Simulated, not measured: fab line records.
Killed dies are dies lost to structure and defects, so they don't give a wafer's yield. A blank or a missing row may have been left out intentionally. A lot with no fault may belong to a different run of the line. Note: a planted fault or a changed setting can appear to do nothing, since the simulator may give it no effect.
fab line records | flow n5_finfet
[record] lots = 5 wafers = 13 last_day = 16
route steps=1938 shown BEOL_M4@1099 BEOL_M5@1112 BEOL_M13@1710 PASSIVATION@1936
lots that met no fault: taken from a fault-free run of the same line
start_h: the number of hours between the record's first day and the start of the first shown wafer of the lot | wait_h: how many hours have passed since the lot's step before this one | " the same as in the row above | L1.1+2: a row that stands for several wafers | - value missing, or start not given | * or withheld: withheld | < > ~ a bound
route shown NAME@n: names a module that has steps shown in the file, with the first one's number in the route | usual: the fault-free wafers' mean and standard deviation | same: alike in all rows | chamber/n: place in a boat | sites: readings site by site | _std_site: the values' standard deviation | _edge_site: mean of outer sites minus mean of inner sites | radius_mm: for every site, how far away it sits from the centre of the wafer | mask NAME#n: copy n | behind: the tool/chamber that last shaped the wafer | hold: reason for holding the lot/hours on hold/outcome of the hold | device: transistor that didn't switch, given as n, p or np | end of line: the tests these same wafers got at the end of their route | a step without rows: its recipe alone | killed: count of dies lost to structure and defects at first sort (not the wafer's yield) | map: shows each die of a wafer: x if killed, . if not, _ if none is there
set.NAME: the setting that was run; set.NAME@STEP: the one run at that earlier step | model.NAME: the simulator's own value behind a step, which no gauge read
lots at some steps of the route; a table a step, a row a wafer
services: a tool's chamber out of use, with start hour (start_h, from the record's first day; less than 0 if before it), hours out, and reason
[[steps]]
[step N5_BEOL_M4_ANNEAL_95]
[recipe] temp_c = 400 time_s = 240 ambient = vacuum
[step N5_BEOL_M4_SPUTTER_96]
[recipe] material = Cu target_thk_a = 45 temp_c = -20 chamber_pressure_pa = 0.07 power_w = withheld time_s = 8.29
[step N5_BEOL_M4_ECD_50]
[recipe] material = Cu target_thk_a = 3000
[step N5_BEOL_M4_ANNEAL_51]
[recipe] temp_c = 225 time_s = 90 ambient = N2
[step N5_BEOL_M4_CMP_52]
[recipe] stop_on = SiOC t_overpolish_s = 6.8 down_force_psi = 1 platen_rpm = 50 clearing_platen_down_force_psi = 1.5 clearing_platen_rpm = 50 post_cmp_clean = cu_alkaline target_thk_nm = 40 clearing_platen_pad_velocity_m_s = 0.99484 pad_velocity_m_s = 0.99484
[step N5_BEOL_M4_PRE_CLEAN_60]
[recipe] gas = NH3/H2 time_s = 15 temp_c = * rf_power_w = 300
[step N5_BEOL_M4_CO_CAP_55]
[recipe] material = Co target_thk_a = 20 temp_c = 200 precursor = CCTBA/H2 pressure_torr = 30 time_s = 102.1
[step N5_BEOL_M4_PRE_CLEAN_56]
[recipe] gas = NH3 time_s = 15 temp_c = withheld rf_power_w = 300
[step N5_BEOL_M4_DEP_57]
[recipe] material = SiCN target_thk_a = 80 temp_c = withheld precursor = 3MS/NH3 pressure_torr = 3 rf_w = 202 time_s = 14
[step N5_BEOL_M4_RC_MEAS_101]
[usual] DIBL_N = 36.3/1.6 DIBL_P = 36.2/2.1 IOFF_N = 0.16/0.031 IOFF_P = 0.21/0.034 ION_N = 673/11 ION_P = 461/7.4 SS_N = 71.6/0.55 SS_P = 73.3/0.66 VT_N = 251/3.2 VT_P = -251/3.5
// columns lot.wafer tool chamber start_h wait_h DIBL_N[mV/V] DIBL_P[mV/V] IOFF_N[nA/um] IOFF_P[nA/um] ION_N[uA/um] ION_P[uA/um] SS_N[mV/dec] SS_P[mV/dec] VT_N[mV] VT_P[mV]
L735.1 prober-02 0 159.67 0.0 37.8 37.9 0.16 0.25 672 463 71.5 74.0 252 -251
L735.2 " 0 " " 36.7 35.6 0.15 0.21 667 468 71.0 73.7 249 -251
L735.4 " 0 " " 35.6 34.9 0.13 0.19 676 465 71.4 73.2 252 -254
L747.1 prober-01 0 236.31 0.0 35.9 36.0 0.14 0.18 680 467 71.1 73.3 249 -254
L747.4 " 0 " " 36.2 36.5 0.14 0.19 679 466 71.0 73.5 251 -252
L750.2 prober-02 0 245.59 0.2 35.8 36.0 0.16 0.23 678 469 71.1 72.4 246 -247
L750.6 " 0 " " 35.9 36.8 0.17 0.24 680 469 71.6 73.1 247 -244
L751.2 prober-02 0 253.97 0.2 38.2 35.8 0.18 0.23 675 459 72.0 73.5 252 -250
L751.5 " 0 " " 37.1 35.0 0.15 0.21 674 469 71.2 73.6 250 -252
L751.6 " 0 " " 35.9 32.7 0.13 0.17 658 452 71.4 72.9 255 -255
L756.1 prober-01 0 295.50 0.0 34.2 32.4 0.10 0.14 655 453 71.4 71.8 259 -256
L756.5 " 0 " " 38.0 36.4 0.15 0.20 663 455 72.2 73.5 251 -252
L756.6 " 0 " " 34.3 32.8 0.11 0.14 668 458 71.3 72.1 257 -257
[step N5_BEOL_M5_ILD_DEP_00]
[recipe] material = SiCOH_lowk target_thk_a = 1406.4 temp_c = 300 precursor = DEMS/porogen pressure_torr = 5 rf_w = 500 time_s = 25.9
[step N5_BEOL_M5_CURE_79]
[recipe] temp_c = 385 time_s = 240 ambient = He/Ar material = SiCOH_lowk
[step N5_BEOL_M5_PECVD_70]
[recipe] material = SiO2 target_thk_a = 160 temp_c = 400 precursor = TEOS/O2 pressure_torr = 5.5 rf_w = 450 teos_flow_sccm = 53.8 gas = O2 flow_sccm = 3000 time_s = 18
[step N5_BEOL_M5_HM_DEP_02]
[recipe] material = TiN target_thk_a = 200 temp_c = 25 chamber_pressure_pa = 0.49996
[step N5_BEOL_M5_COAT_59]
[recipe] resist = SOC temp_c = 250 time_s = 60 spin_rpm = 1500 resist_thk_nm = 60
[step N5_BEOL_M5_COAT_60]
[recipe] resist = SiARC temp_c = 220 time_s = 60 spin_rpm = 1500 resist_thk_nm = 12
[step N5_BEOL_M5_COAT_71]
[recipe] resist = underlayer temp_c = 205 time_s = 60 spin_rpm = 1500 resist_thk_nm = 5
[step N5_BEOL_M5_COAT_05]
[recipe] resist = CAR-EUV spin_rpm = 1500 resist_thk_nm = 30
[step N5_BEOL_M5_EBR_07]
[recipe] solvent = PGMEA ebr_width_mm = 1.5
[step N5_BEOL_M5_SOFTBAKE_06]
[recipe] temp_c = 110 time_s = 60 resist = CAR-EUV
[step N5_BEOL_M5_EXPOSE_08]
[recipe] mask_id = M5 na = 0.33 source_shape = annular sigma_inner = 0.4 sigma_outer = 0.8 polarization = unpolarized target_cd_nm = 28 dose_mj = 35.75
[step N5_BEOL_M5_PEB_09]
[recipe] peb_temp_c = 100 peb_time_s = 60 resist = CAR-EUV
[step N5_BEOL_M5_DEVELOP_10]
[recipe] develop_time_s = 30 developer = TMAH resist = CAR-EUV rinse_liquid = surfactant_rinse dry = air_spin dev_temp_c = 23
[step N5_BEOL_M5_DESCUM_16]
[recipe] chemistry = O2 time_s = 7 source_power_w = 50 bias_power_w = 20 pressure_mtorr = 20 rf_frequency_hz = 2.712e+07 temp_c = 40 resist = CAR-EUV o2_flow_sccm = 225
[step N5_BEOL_M5_ETCH_72]
[recipe] chemistry = N2/H2 target = underlayer target_depth_a = 65 mask_material = CAR-EUV time_s = 5.2 ion_energy_ev = 200 pressure_mtorr = 30 source_w = 840 bias_w = 150 n2_flow_sccm = 200 h2_flow_sccm = 200 ends = cleared
[step N5_BEOL_M5_ETCH_61]
[recipe] chemistry = CF4 target = SiARC target_depth_a = 156 mask_material = CAR-EUV time_s = 26 ion_energy_ev = 80 pressure_mtorr = 40 source_w = 545 bias_w = 36 Ar_flow_sccm = 100 cf4_flow_sccm = 100 ends = cleared
[step N5_BEOL_M5_ETCH_62]
[recipe] chemistry = N2/H2 target = SOC target_depth_a = 750 overetch_a = 150 mask_material = SiARC temp_c = 40 time_s = 112.5 ion_energy_ev = 200 pressure_mtorr = 30 source_w = 840 bias_w = 150 n2_flow_sccm = 200 h2_flow_sccm = 200
[step N5_BEOL_M5_STRIP_63]
[recipe] chemistry = N2/H2 temp_c = 40 n2_flow_sccm = 200 h2_flow_sccm = 200 rf_frequency_hz = 6e+07
[step N5_BEOL_M5_STRIP_73]
[recipe] chemistry = N2/H2 temp_c = 40 n2_flow_sccm = 200 h2_flow_sccm = 200 rf_frequency_hz = 6e+07
[step N5_BEOL_M5_STRIP_64]
[recipe] chemistry = CF4 resist = SiARC power_w = 300 bias_power_w = 75 pressure_mtorr = 50 cf4_flow_sccm = 150 rf_frequency_hz = 6e+07
[step N5_BEOL_M5_HM_OPEN_17]
[recipe] chemistry = Cl2/BCl3 target_depth_a = 200 overetch_a = 60 target = TiN mask_material = SOC ion_energy_ev = 150 pressure_mtorr = 10 icp_w = 1000 bias_w = 126 Cl2_flow_sccm = 53.25 bcl3_flow_sccm = 21.75 Ar_flow_sccm = 25
[step N5_BEOL_M5_STRIP_19]
[recipe] chemistry = O2 power_w = 400 temp_c = 40 pressure_mtorr = 30 rf_frequency_hz = 6e+07 bias_power_w = 0 overash_fraction = 0.2 o2_flow_sccm = 225
[step N5_BEOL_M5_COAT_65]
[recipe] resist = SOC temp_c = 250 time_s = 60 spin_rpm = 1500 resist_thk_nm = 60
[step N5_BEOL_M5_COAT_66]
[recipe] resist = SiARC temp_c = 220 time_s = 60 spin_rpm = 1500 resist_thk_nm = 12
[step N5_BEOL_M13_CMP_49]
[recipe] stop_on = SiOC t_overpolish_s = 17.1 down_force_psi = 1 platen_rpm = 50 clearing_platen_down_force_psi = 1.5 clearing_platen_rpm = 50 post_cmp_clean = cu_alkaline target_thk_nm = 420 clearing_platen_pad_velocity_m_s = 0.99484 pad_velocity_m_s = 0.99484
[usual] barrier_field_endpoint_s = 30.0/0.76 edge_zone_pressure_frac = 1.000/0.0048 motor_current_A = 6.1/0.63 overpolish_run_s = 17.098/0.0084
// columns lot.wafer tool chamber start_h wait_h barrier_field_endpoint_s edge_zone_pressure_frac motor_current_A overpolish_run_s
L735.4 cmp-04 2 234.83 0.2 30.3 0.991 5.8 17.089
L735.1 " 3 " " 29.4 1.008 6.7 17.111
L735.2 " 0 " " 30.5 0.999 6.6 17.097
L747.4 cmp-04 2 302.03 0.1 61.5 1.005 5.5 0.034
L747.1 " 3 " " 29.7 0.999 7.1 17.086
L750.2 cmp-04 3 313.68 0.2 59.0 1.005 7.0 2.468
L750.6 " 2 " " 30.4 1.012 5.3 17.105
L751.2 cmp-04 2 323.65 0.3 61.5 1.000 5.8 0.035
L751.5 " 3 " " 30.8 1.005 7.1 17.112
L751.6 " 0 " " 29.7 0.999 6.1 17.105
L756.1 cmp-01 1 360.50 0.4 30.0 0.999 6.0 17.090
L756.5 " 2 " " 31.1 1.002 7.0 17.096
L756.6 " 3 " " 30.4 0.999 6.0 17.097
[step N5_BEOL_M13_THK_MEAS_50]
[recipe] thk_meas_gauge = xrf reads = Cu_of_BEOL_M13_ECD_47
[usual] M13_THK = 421/5.8
// columns lot.wafer tool chamber start_h wait_h M13_THK[nm]
L735.1 film_metro-02 - 235.09 - 428
L735.2 " - " " 425
L735.4 " - " " 425
L747.1 film_metro-02 - 302.32 - 423
L747.4 " - " " 807
L750.2 film_metro-02 - 313.93 - 783
L750.6 " - " " 418
L751.2 film_metro-02 - 323.83 - 789
L751.5 " - " " 423
L751.6 " - " " 421
L756.1 film_metro-01 - 360.68 - 417
L756.5 " - " " 420
L756.6 " - " " 422
[step N5_BEOL_M13_INSPECT_55]
[recipe] inspect_instrument = darkfield mode = post_dep
[usual] raw_defect_count = 69/23
// columns lot.wafer tool chamber start_h wait_h raw_defect_count
L735.1 defect_inspect-01 - 235.24 0.0 64
L735.2 " - " " 53
L735.4 " - " " 51
L747.1 defect_inspect-02 - 302.48 0.0 71
L747.4 " - " " 3122
L750.2 defect_inspect-02 - 314.09 0.0 3159
L750.6 " - " " 74
L751.2 defect_inspect-02 - 324.02 0.0 3057
L751.5 " - " " 53
L751.6 " - " " 58
L756.1 defect_inspect-02 - 360.83 0.0 50
L756.5 " - " " 51
L756.6 " - " " 41
[step N5_PASSIVATION_PROBE_49]
[usual] defect_limited_yield = 91.5/1.5 killed_at_M0_to_M3 = 32/9.4 killed_at_M4_up = 12/5.1 killed_at_contacts = 11/7.4 killed_at_front_end = 41/11 killed_at_other = 3.4/2.5 killed_dies = 100/17 killed_on_rim = 13/4.4 killed_open = 65/14 killed_short = 33/7 sort_bin_5_function = 4.9/0.96 sort_bin_6_memory = 3.1/0.7 sort_n_pass = 1080/17 sort_yield_pct = 91.5/1.5
[same] gross_dies = 1180 killed_at_back_side = 0 sort_bin_4_leakage[%] = 0 sort_bin_8_speed[%] = 0
// columns lot.wafer tool chamber start_h wait_h defect_limited_yield[%] killed_at_M0_to_M3 killed_at_M4_up killed_at_contacts killed_at_front_end killed_at_other killed_dies killed_on_rim killed_open killed_short sort_bin_5_function[%] sort_bin_6_memory[%] sort_n_pass sort_yield_pct[%]
L735.1 prober-02 - 264.47 0.0 92.5 42 17 6 22 2 89 9 59 30 4.7 2.8 1091 92.5
L735.2 prober-02 - 264.52 0.1 90.8 30 14 8 50 6 108 10 62 38 4.6 3.2 1072 90.8
L735.4 prober-02 - 264.62 0.2 93.8 17 7 8 39 2 73 12 38 26 3.4 1.9 1107 93.8
L747.1 prober-01 - 326.39 0.0 91.9 39 7 8 40 2 96 12 56 40 5.1 2.9 1084 91.9
L747.4 prober-01 - 326.54 0.2 0 40 1093 12 35 0 1180 152 68 27 5.2 2.7 0 0
L750.2 prober-02 - 342.76 0.1 0 20 1108 11 40 1 1180 152 71 22 4.7 2.9 0 0
L750.6 prober-02 - 342.96 0.3 93.2 22 12 4 41 1 80 9 56 24 3.5 2.8 1100 93.2
L751.2 prober-02 - 351.04 0.1 0 28 1107 5 37 3 1180 152 51 27 3.8 2.8 0 0
L751.5 prober-02 - 351.19 0.2 91.5 35 19 2 41 3 100 16 52 38 4.1 3.1 1080 91.5
L751.6 prober-02 - 351.24 0.3 90.9 30 29 11 24 13 107 18 65 41 5.4 3.3 1073 90.9
L756.1 prober-02 - 388.73 0.0 91.4 38 14 5 39 5 101 16 64 27 5.2 2.3 1079 91.4
L756.5 prober-02 - 388.93 0.2 93.1 25 14 5 37 1 82 7 50 30 3.6 3.2 1098 93.1
L756.6 prober-02 - 388.98 0.3 93.2 31 7 9 27 6 80 11 51 29 4.3 2.5 1100 93.2
// killed by level:class
L735.1 BEOL_M2:geometric_particle:open=12 FIN_SAQP:geometric_particle:short=10 BEOL_M3:geometric_particle:open=7 BEOL_M4:geometric_particle:open=6 MOL_CONTACT_COAG:geometric_particle:open=5 BEOL_M0_SAQP:geometric_particle:short=5 BEOL_M3:geometric_particle:short=5 BEOL_M1:geometric_particle:open=4
L735.2 FIN_SAQP:geometric_particle:short=15 FIN_SAQP:geometric_particle:open=11 BEOL_M0_SAQP:geometric_particle:open=11 HKMG_FIN:area_etch=7 BEOL_M4:geometric_particle:open=6 DUMMY_GATE:geometric_particle:open=5 MOL_CONTACT_COAG:geometric_particle:open=5 BEOL_M0_SAQP:geometric_particle:short=5
L735.4 FIN_SAQP:geometric_particle:short=13 HKMG_FIN:area_etch=9 MOL_CONTACT_COAG:geometric_particle:open=6 BEOL_M0_SAQP:geometric_particle:short=5 BEOL_M2:geometric_particle:open=5 FIN_SAQP:geometric_particle:open=4 BEOL_M0_SAQP:geometric_particle:open=4 BEOL_M4:geometric_particle:open=4
L747.1 BEOL_M0_SAQP:geometric_particle:short=12 STI_FIN_REVEAL:geometric_particle:open=11 BEOL_M0_SAQP:geometric_particle:open=10 MOL_CONTACT_COAG:geometric_particle:open=7 FIN_SAQP:geometric_particle:open=6 FIN_SAQP:geometric_particle:short=5 STI_FIN_REVEAL:geometric_particle:short=5 BEOL_M2:geometric_particle:open=5
L747.4 BEOL_M13:area_cmp=1084 STI_FIN_REVEAL:geometric_particle:open=11 BEOL_M0_SAQP:geometric_particle:open=11 BEOL_M0_SAQP:geometric_particle:short=10 MOL_CONTACT_COAG:geometric_particle:open=9 BEOL_M3:geometric_particle:open=9 BEOL_M4:geometric_particle:open=9 DUMMY_GATE:geometric_particle:open=5
L750.2 BEOL_M13:area_cmp=1085 BEOL_M2:geometric_particle:open=10 MOL_CONTACT_COAG:geometric_particle:open=9 BEOL_M4:geometric_particle:open=8 FIN_SAQP:geometric_particle:open=7 DUMMY_GATE:geometric_particle:open=7 GATE_CUT:geometric_particle:short=6 STI_FIN_REVEAL:geometric_particle:open=5
L750.6 BEOL_M2:geometric_particle:open=14 FIN_SAQP:geometric_particle:open=12 BEOL_M4:geometric_particle:open=6 FIN_SAQP:geometric_particle:short=4 DUMMY_GATE:geometric_particle:open=4 GATE_CUT:geometric_particle:short=4 BEOL_M7:geometric_particle:open=4 GATE_CUT:geometric_particle:open=3
L751.2 BEOL_M13:area_cmp=1100 FIN_SAQP:geometric_particle:open=11 BEOL_M0_SAQP:geometric_particle:open=9 STI_FIN_REVEAL:geometric_particle:open=5 GATE_CUT:geometric_particle:short=5 MOL_CONTACT_COAG:geometric_particle:open=4 BEOL_M1:geometric_particle:short=4 BEOL_M1:geometric_particle:open=4
L751.5 FIN_SAQP:geometric_particle:short=9 HKMG_FIN:area_etch=9 FIN_SAQP:geometric_particle:open=8 BEOL_M0_SAQP:geometric_particle:short=8 BEOL_M3:geometric_particle:open=7 ILD0:geometric_particle:short=5 BEOL_M0_SAQP:geometric_particle:open=5 BEOL_M1:geometric_particle:open=5
L751.6 BEOL_M4:geometric_particle:open=14 MOL_CONTACT_COAG:geometric_particle:open=9 BEOL_M0_SAQP:geometric_particle:open=6 BEOL_M1:geometric_particle:open=5 PAD_METAL:geometric_particle:short=5 FIN_SAQP:geometric_particle:short=4 GATE_CUT:geometric_particle:short=4 MIM_TOP:geometric_particle:short=4
L756.1 BEOL_M0_SAQP:geometric_particle:open=18 STI_FIN_REVEAL:geometric_particle:open=7 BEOL_M0_SAQP:geometric_particle:short=7 HKMG_FIN:area_etch=7 FIN_SAQP:geometric_particle:short=5 BEOL_M4:geometric_particle:open=5 MOL_CONTACT_COAG:geometric_particle:open=4 STARTING-WAFER:geometric_particle:short=4
L756.5 FIN_SAQP:geometric_particle:short=8 STI_FIN_REVEAL:geometric_particle:open=7 GATE_CUT:geometric_particle:short=7 BEOL_M0_SAQP:geometric_particle:open=7 BEOL_M4:geometric_particle:open=6 MOL_CONTACT_COAG:geometric_particle:open=4 BEOL_M0:geometric_particle:open=4 BEOL_M1:geometric_particle:short=4
L756.6 BEOL_M0_SAQP:geometric_particle:open=9 BEOL_M0_SAQP:geometric_particle:short=8 BEOL_M2:geometric_particle:open=8 MOL_CONTACT_COAG:geometric_particle:open=6 FIN_SAQP:geometric_particle:short=5 GATE_CUT:geometric_particle:short=4 BEOL_M4:geometric_particle:open=4 BEOL_M1:geometric_particle:open=4
// map L747.4 (x killed, . not)
_________________xxxxxxxxxxxx________________
______________xxxxxxxxxxxxxxxxxx_____________
___________xxxxxxxxxxxxxxxxxxxxxxxx__________
__________xxxxxxxxxxxxxxxxxxxxxxxxxx_________
________xxxxxxxxxxxxxxxxxxxxxxxxxxxxxx_______
_______xxxxxxxxxxxxxxxxxxxxxxxxxxxxxxxx______
______xxxxxxxxxxxxxxxxxxxxxxxxxxxxxxxxxx_____
_____xxxxxxxxxxxxxxxxxxxxxxxxxxxxxxxxxxxx____
____xxxxxxxxxxxxxxxxxxxxxxxxxxxxxxxxxxxxxx___
___xxxxxxxxxxxxxxxxxxxxxxxxxxxxxxxxxxxxxxxx__
___xxxxxxxxxxxxxxxxxxxxxxxxxxxxxxxxxxxxxxxx__
__xxxxxxxxxxxxxxxxxxxxxxxxxxxxxxxxxxxxxxxxxx_
__xxxxxxxxxxxxxxxxxxxxxxxxxxxxxxxxxxxxxxxxxx_
_xxxxxxxxxxxxxxxxxxxxxxxxxxxxxxxxxxxxxxxxxxxx
_xxxxxxxxxxxxxxxxxxxxxxxxxxxxxxxxxxxxxxxxxxxx
_xxxxxxxxxxxxxxxxxxxxxxxxxxxxxxxxxxxxxxxxxxxx
_xxxxxxxxxxxxxxxxxxxxxxxxxxxxxxxxxxxxxxxxxxxx
_xxxxxxxxxxxxxxxxxxxxxxxxxxxxxxxxxxxxxxxxxxxx
_xxxxxxxxxxxxxxxxxxxxxxxxxxxxxxxxxxxxxxxxxxxx
_xxxxxxxxxxxxxxxxxxxxxxxxxxxxxxxxxxxxxxxxxxxx
_xxxxxxxxxxxxxxxxxxxxxxxxxxxxxxxxxxxxxxxxxxxx
__xxxxxxxxxxxxxxxxxxxxxxxxxxxxxxxxxxxxxxxxxx_
__xxxxxxxxxxxxxxxxxxxxxxxxxxxxxxxxxxxxxxxxxx_
___xxxxxxxxxxxxxxxxxxxxxxxxxxxxxxxxxxxxxxxx__
___xxxxxxxxxxxxxxxxxxxxxxxxxxxxxxxxxxxxxxxx__
____xxxxxxxxxxxxxxxxxxxxxxxxxxxxxxxxxxxxxx___
_____xxxxxxxxxxxxxxxxxxxxxxxxxxxxxxxxxxxx____
______xxxxxxxxxxxxxxxxxxxxxxxxxxxxxxxxxx_____
_______xxxxxxxxxxxxxxxxxxxxxxxxxxxxxxxx______
________xxxxxxxxxxxxxxxxxxxxxxxxxxxxxx_______
__________xxxxxxxxxxxxxxxxxxxxxxxxxx_________
___________xxxxxxxxxxxxxxxxxxxxxxxx__________
______________xxxxxxxxxxxxxxxxxx_____________
_________________xxxxxxxxxxxx________________
// map L750.2 (x killed, . not)
_________________xxxxxxxxxxxx________________
______________xxxxxxxxxxxxxxxxxx_____________
___________xxxxxxxxxxxxxxxxxxxxxxxx__________
__________xxxxxxxxxxxxxxxxxxxxxxxxxx_________
________xxxxxxxxxxxxxxxxxxxxxxxxxxxxxx_______
_______xxxxxxxxxxxxxxxxxxxxxxxxxxxxxxxx______
______xxxxxxxxxxxxxxxxxxxxxxxxxxxxxxxxxx_____
_____xxxxxxxxxxxxxxxxxxxxxxxxxxxxxxxxxxxx____
____xxxxxxxxxxxxxxxxxxxxxxxxxxxxxxxxxxxxxx___
___xxxxxxxxxxxxxxxxxxxxxxxxxxxxxxxxxxxxxxxx__
___xxxxxxxxxxxxxxxxxxxxxxxxxxxxxxxxxxxxxxxx__
__xxxxxxxxxxxxxxxxxxxxxxxxxxxxxxxxxxxxxxxxxx_
__xxxxxxxxxxxxxxxxxxxxxxxxxxxxxxxxxxxxxxxxxx_
_xxxxxxxxxxxxxxxxxxxxxxxxxxxxxxxxxxxxxxxxxxxx
_xxxxxxxxxxxxxxxxxxxxxxxxxxxxxxxxxxxxxxxxxxxx
_xxxxxxxxxxxxxxxxxxxxxxxxxxxxxxxxxxxxxxxxxxxx
_xxxxxxxxxxxxxxxxxxxxxxxxxxxxxxxxxxxxxxxxxxxx
_xxxxxxxxxxxxxxxxxxxxxxxxxxxxxxxxxxxxxxxxxxxx
_xxxxxxxxxxxxxxxxxxxxxxxxxxxxxxxxxxxxxxxxxxxx
_xxxxxxxxxxxxxxxxxxxxxxxxxxxxxxxxxxxxxxxxxxxx
_xxxxxxxxxxxxxxxxxxxxxxxxxxxxxxxxxxxxxxxxxxxx
__xxxxxxxxxxxxxxxxxxxxxxxxxxxxxxxxxxxxxxxxxx_
__xxxxxxxxxxxxxxxxxxxxxxxxxxxxxxxxxxxxxxxxxx_
___xxxxxxxxxxxxxxxxxxxxxxxxxxxxxxxxxxxxxxxx__
___xxxxxxxxxxxxxxxxxxxxxxxxxxxxxxxxxxxxxxxx__
____xxxxxxxxxxxxxxxxxxxxxxxxxxxxxxxxxxxxxx___
_____xxxxxxxxxxxxxxxxxxxxxxxxxxxxxxxxxxxx____
______xxxxxxxxxxxxxxxxxxxxxxxxxxxxxxxxxx_____
_______xxxxxxxxxxxxxxxxxxxxxxxxxxxxxxxx______
________xxxxxxxxxxxxxxxxxxxxxxxxxxxxxx_______
__________xxxxxxxxxxxxxxxxxxxxxxxxxx_________
___________xxxxxxxxxxxxxxxxxxxxxxxx__________
______________xxxxxxxxxxxxxxxxxx_____________
_________________xxxxxxxxxxxx________________
[[services]]
// columns tool chamber start_h hours kind
cmp-01 - 246.07 4.0 pm
cmp-01 - 250.07 - consumable_replace:conditioner
cmp-01 - 250.07 - consumable_replace:pad
cmp-01 - 266.75 7.0 pm
cmp-01 - 275.51 1.6 repair
cmp-04 - 316.37 0.6 repair
cmp-04 - 351.75 4.9 pm
[[key]]
[first_sign] step = N5_BEOL_M13_CMP_49 reading = overpolish_run_s direction = down sigmas = 99+ usual = 17.098 struck = 0.846
[effect] step = N5_BEOL_M13_CMP_49 reading = barrier_field_endpoint_s direction = up sigmas = 41 usual = 30.0 struck = 60.7
[effect] step = N5_BEOL_M13_THK_MEAS_50 reading = M13_THK direction = up sigmas = 64 usual = 421 struck = 793
[effect] step = N5_BEOL_M13_INSPECT_55 reading = raw_defect_count direction = up sigmas = 99+ usual = 69 struck = 3113
[effect] step = N5_PASSIVATION_PROBE_49 reading = killed_at_M4_up direction = up sigmas = 99+ usual = 12 struck = 1103
[more_kills_born_at] N5_BEOL_M13_CMP_49@cmp-04 = 3269
met_at N5_BEOL_M13_CMP_49
struck_wafers L747.4,L750.2,L751.2
later_rows_left_out L747.4,L750.2,L751.2
onset_between 234.83 302.03
[fault] kind = process_parameter_drift tool = cmp-04 chamber = - onset_h = 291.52 steps = N5_BEOL_M13_CMP_49 channel = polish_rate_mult offset = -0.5 shape = step end_h = 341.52 scope = struck_wafers_only
// later_rows_left_out: the simulator's readings of these wafers behind a module that went badly wrong aren't trusted and aren't shown, but for the sort
